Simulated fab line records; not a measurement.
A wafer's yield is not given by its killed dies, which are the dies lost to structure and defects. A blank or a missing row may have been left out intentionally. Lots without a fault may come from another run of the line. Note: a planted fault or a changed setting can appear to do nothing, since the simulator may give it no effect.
A lot that was struck, set against a sound lot | flow n5Finfet | 44 out of 1938 route steps
Sound: wafers L212.1, L212.5, L212.6. Struck: wafers L223.1, L223.4 (left out: L223.5, a lot-mate that was not struck); the cause follows at the end.
For every step that has rows: the tool of each side, followed by ch and its chambers, followed by its first start. Under that, the readings that differ: sound wafers | struck wafers | difference of the means | sigmas: that difference in standard deviations of wafers without a fault.
alike: a reading whose means differ by less than 2 such deviations, as well as words and numbers matching on both sides. not compared: withheld readings; readings where some wafer has no value; bounds like >300 that might hide an equal value; numbers whose values overlap and for which the record gives no deviation.
The two part at a step that has a row with sigmas, a row that says differs or no value, or rows on one side only. Non-overlapping numbers with no deviation appear without sigmas and do not part them. A reading that every wafer of one side lacks parts them only if that side has two wafers or more.

N5_BEOL_M5_ANNEAL_89: time 1800 s.
  struck on pvdSputter-01, day 12 21:38; sound on pvdSputter-03, day 9 10:01
  alike: heaterPowerW, susceptor_temp_C_max
N5_BEOL_M5_SPUTTER_90: material Cu, target thk 4.5 nm, time 8.29 s.
  struck on pvdSputter-01, day 12 22:39; sound on pvdSputter-03, day 9 11:02
  alike: throttleValvePct
then, 1 step without rows for these wafers: N5_BEOL_M5_ECD_50 (material Cu, target thk 300 nm).
N5_BEOL_M5_ANNEAL_51: time 90 s.
  sound on rtpAnneal-01 ch 0, day 9 11:14; struck on rtpAnneal-01 ch 0, day 12 22:51
  alike: wafer_temp_C_max
then, 1 step without rows for these wafers: N5_BEOL_M5_CMP_52 (polishes, stops on SiCOH lowk, t overpolish 6.9 s, target thk 62 nm).
N5_BEOL_M5_THK_MEAS_53: measures by xrf.
  struck on filmMetro-02, day 12 23:26; sound on filmMetro-02, day 9 11:49
  alike: M5_THK
N5_BEOL_M5_PRE_CLEAN_77: time 15 s.
  sound on cvdCo-01 ch 0,1,2, day 9 11:52; struck on cvdCo-01 ch 2, day 12 23:29
  alike: heaterPowerW
then, 3 steps without rows for these wafers: N5_BEOL_M5_CO_CAP_78 (material Co, precursor CCTBA/H2, target thk 2 nm, time 102.1 s); N5_BEOL_M5_PRE_CLEAN_55 (time 15 s); N5_BEOL_M5_DEP_56 (deposits SiCN from 3MS/NH3, target thk 8 nm, time 14 s).
N5_BEOL_M5_RS_MEAS_57: uses a four-point probe to measure.
  struck on filmMetro-01, day 12 23:42; sound on filmMetro-02, day 9 12:07
  alike: M5_RS
N5_BEOL_M5_INSPECT_58: inspects for defects (darkfield).
  struck on defectInspect-01, day 12 23:44; sound on defectInspect-01, day 9 12:08
  alike: rawDefectCount
N5_BEOL_M6_ILD_DEP_00: deposits SiCOH lowk from DEMS/porogen, target thk 179.75 nm, time 33.4 s.
  sound on pecvd-02 ch 0,1, day 9 12:11; struck on pecvd-02 ch 0, day 12 23:46
reading                                           | sound           | struck      | difference | sigmas
model.SiCOH_lowk_of_BEOL_M6_ILD_DEP_00.thkNm (nm) | 180.4 178.2 181 | 166.8 166.2 | -13.4      | 
  alike: heaterPowerW, showerheadPlenumPTorr, throttleValvePct
then, 1 step without rows for these wafers: N5_BEOL_M6_CURE_74 (cures SiCOH lowk, time 240 s).
N5_BEOL_M6_THK_MEAS_01:
  struck on filmMetro-02, day 13 00:20; sound on filmMetro-01, day 9 12:45
reading         | sound             | struck      | difference | sigmas
M6_ILD_THK (nm) | 155.5 153.7 156.2 | 143.7 143.3 | -11.6      | -6
then, 10 steps without rows for these wafers: N5_BEOL_M6_PECVD_70 (deposits SiO2 from TEOS/O2, target thk 20 nm, time 22.7 s); N5_BEOL_M6_HM_DEP_02 (deposits TiN, target thk 20 nm); N5_BEOL_M6_COAT_59 (time 60 s, resist thk 100 nm); N5_BEOL_M6_COAT_60 (time 60 s, resist thk 35 nm); N5_BEOL_M6_COAT_05 (resist thk 90 nm); N5_BEOL_M6_EBR_07; N5_BEOL_M6_SOFTBAKE_06 (time 60 s); N5_BEOL_M6_EXPOSE_08 (exposes mask M6); N5_BEOL_M6_PEB_09 (peb time 60 s); N5_BEOL_M6_DEVELOP_10 (develop time 30 s).
N5_BEOL_M6_CD_MEAS_11 targets a cd of 38.5 nm.
  sound on cdSem-03 ch 0, day 9 16:53; struck on cdSem-01 ch 0, day 13 02:13
  alike: cdNm
N5_BEOL_M6_OVL_MEAS_12:
  sound on overlay-02 ch 0, day 9 16:55; struck on overlay-02 ch 0, day 13 02:14
  alike: M6_OVL
N5_BEOL_M6_INSPECT_13: inspects for defects (brightfield).
  struck on defectInspect-02, day 13 02:16; sound on defectInspect-02, day 9 16:57
  alike: rawDefectCount
N5_BEOL_M6_DESCUM_16: chemistry O2, time 7.9 s.
  sound on rieDiel-05 ch 0,1,2, day 9 16:59; struck on rieDiel-06 ch 2,3, day 13 02:30
  alike: drypumpMotorCurrentA, oesProductAu, rfVppV, showerheadPlenumPTorr, throttleValvePct
  not compared: rfHoursCounterH
then, 6 steps without rows for these wafers: N5_BEOL_M6_ETCH_61 (etches SiARC in CF4, target depth 45.5 nm, time 75.8 s); N5_BEOL_M6_ETCH_62 (etches SOC in N2/H2, target depth 110 nm, overetch 22 nm, time 165 s); N5_BEOL_M6_STRIP_68 (strips in N2/H2); N5_BEOL_M6_STRIP_67 (strips in CF4); N5_BEOL_M6_HM_OPEN_17 (chemistry Cl2/BCl3, target TiN, target depth 20 nm, overetch 6 nm); N5_BEOL_M6_STRIP_19 (strips in O2).
N5_BEOL_M6_CD_MEAS_18: pitch 80 nm, target cd 40 nm.
  struck on cdSem-03, day 13 03:09; sound on cdSem-01, day 9 17:26
  alike: cdNm
then, 6 steps without rows for these wafers: N5_BEOL_M6_COAT_63 (time 60 s, resist thk 60 nm); N5_BEOL_M6_COAT_64 (time 60 s, resist thk 12 nm); N5_BEOL_M6_COAT_71 (time 60 s, resist thk 5 nm); N5_BEOL_M6_COAT_22 (resist thk 30 nm); N5_BEOL_M6_EBR_24; N5_BEOL_M6_SOFTBAKE_23 (time 60 s).
N5_BEOL_M6_CMP_52: polishes, stops on SiCOH lowk, t overpolish 6.9 s, target thk 80 nm.
  sound on cmp-04 ch 0,2,3, day 10 01:41; struck on cmp-01 ch 0,3, day 13 08:28
reading                                           | sound           | struck      | difference | sigmas
model.SiCOH_lowk_of_BEOL_M6_ILD_DEP_00.thkNm (nm) | 152.6 150.8 153 | 140.6 140.2 | -11.7      | 
  alike: motorCurrentA
  not compared: padLifeWafers
N5_PASSIVATION_PROBE_49:
  the record holds rows for the sound wafers here (prober-01, day 13 21:56) but none for the struck ones

WHERE THEY PART
At N5_BEOL_M6_THK_MEAS_01 first; at N5_PASSIVATION_PROBE_49 last (within this record only).

WHY: the cause the simulator had injected
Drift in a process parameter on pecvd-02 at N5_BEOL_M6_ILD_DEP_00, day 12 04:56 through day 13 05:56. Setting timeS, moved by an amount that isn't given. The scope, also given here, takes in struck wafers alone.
